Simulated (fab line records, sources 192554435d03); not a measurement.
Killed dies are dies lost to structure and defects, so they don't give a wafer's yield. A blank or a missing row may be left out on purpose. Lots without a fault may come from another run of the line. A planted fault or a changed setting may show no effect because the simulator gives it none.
Chamber matching | flow n5_finfet | N5_HKMG_FIN_CMP_94 on cmp-01: 4 sister chambers
The step polishes, stops on SiNx, t overpolish 4.7 s, target thk 43.299 nm. 4 wafers are shown with their chamber, then 9 later ones without.

WAFERS WITH THEIR CHAMBER
wafer  | chamber | motor_current_A (A)
L089.4 | 1       | 12.6
L091.3 | 0       | 14.3
L091.4 | 2       | 9.6
L091.6 | 3       | 15.4

WAFERS WITHOUT THEIR CHAMBER
wafer  | motor_current_A (A)
L093.1 | 15.8
L093.4 | 12.4
L093.6 | 13.1
L096.1 | 13.9
L096.3 | 15.7
L096.4 | 12.7
L097.1 | 16.3
L097.3 | 11.9
L097.6 | 14.6

WHICH CHAMBER EACH WENT THROUGH
wafer  | from the rows above     | in truth
L093.1 | 3                       | 3
L093.4 | 1                       | 1
L093.6 | can't be placed: 1 or 0 | 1
L096.1 | can't be placed: 0 or 1 | 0
L096.3 | 3                       | 3
L096.4 | 1                       | 1
L097.1 | 3                       | 3
L097.3 | 1                       | 1
L097.6 | can't be placed: 0 or 3 | 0
Placed correctly: 6 of 9. Can't be placed from these rows: 3 (the true chamber is among the candidates in 3). Placed wrongly: 0.
How it was worked out, from the rows above alone: a wafer's distance from a chamber is the root of the sum, over the readings, of the square of ((its reading less the chamber's mean) divided by the reading's scatter). The wafer belongs to the nearest chamber; if the next one is less than 2 further off, it can't be placed. A chamber's mean is the mean of its shown wafers. The scatter: with one shown wafer a chamber, the root of the mean of the squares of how far each hidden wafer lies from its nearest shown one.
